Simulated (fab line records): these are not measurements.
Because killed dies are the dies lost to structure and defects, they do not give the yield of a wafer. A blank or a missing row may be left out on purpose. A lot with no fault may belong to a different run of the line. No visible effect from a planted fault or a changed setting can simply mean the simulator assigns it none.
Chamber matching ; flow n5 finfet ; pecvd-01 running N5_BEOL_M1_ILD_DEP_00: 3 sister chambers
The step deposits SiOC from DEMS/O2, target thk 79 nm, time 15.3 s. 22 wafers are shown with their chamber, then 11 later ones without.

WAFERS PAIRED WITH THEIR CHAMBERS
wafer;chamber;throttle valve pct (%);heater power w (W);showerhead plenum p Torr (Torr)
L074.2;1;11.6;338;5.683
L074.3;2;10.7;432;5.702
L074.4;1;11.6;333;5.670
L078.4;1;11.4;340;5.673
L078.5;2;10.6;507;5.686
L078.6;0;12.4;445;5.676
L079.2;0;12.7;431;5.665
L079.3;2;10.6;517;5.694
L079.6;1;11.8;292;5.684
L080.1;2;10.7;506;5.706
L080.3;1;11.7;368;5.680
L080.4;0;12.5;436;5.682
L084.1;2;10.6;425;5.695
L084.5;1;11.7;346;5.670
L084.6;2;10.7;424;5.693
L087.2;1;11.8;348;5.673
L087.3;2;10.8;429;5.667
L087.5;1;11.6;353;5.668
L091.1;0;12.5;410;5.671
L091.4;2;10.8;498;5.696
L091.5;1;11.9;344;5.665
L092.1;0;12.7;372;5.663

SIGNATURES (averages over the wafers above)
reading;chamber 0;chamber 1;chamber 2;scatter within a chamber
throttle valve pct;12.560;11.678;10.688;0.125
heater power w;418.80;340.22;467.25;32.2
showerhead plenum p Torr;5.67140;5.67400;5.69238;0.00917
Rule: distance of a wafer from a chamber = root of the sum over the readings of ((wafer's reading minus chamber's mean) / reading's scatter) squared. If the next closest chamber is less than 2 further off than the closest, the wafer can't be placed; otherwise it belongs to the closest. The scatter: the root of (the sum of the squares of (reading less its chamber's mean) over the shown wafers, divided by (wafers less chambers)).

WAFERS WITHOUT THEIR CHAMBER
wafer;throttle valve pct (%);heater power w (W);showerhead plenum p Torr (Torr)
L092.2;10.6;497;5.685
L092.3;11.6;354;5.662
L093.3;12.7;420;5.672
L093.5;12.8;442;5.693
L093.6;10.7;493;5.697
L094.1;11.6;364;5.675
L094.4;12.6;416;5.676
L094.5;12.7;422;5.674
L097.2;11.7;348;5.676
L097.4;10.6;472;5.711
L097.5;12.6;357;5.677

EACH ONE'S CHAMBER
wafer;from the rows above;in truth
L092.2;2;2
L092.3;1;1
L093.3;0;0
L093.5;0;0
L093.6;2;2
L094.1;1;1
L094.4;0;0
L094.5;0;0
L097.2;1;1
L097.4;2;2
L097.5;0;0
Correct placement for 11 of the 11. Left unplaced by these rows: 0. Number placed wrongly: 0.
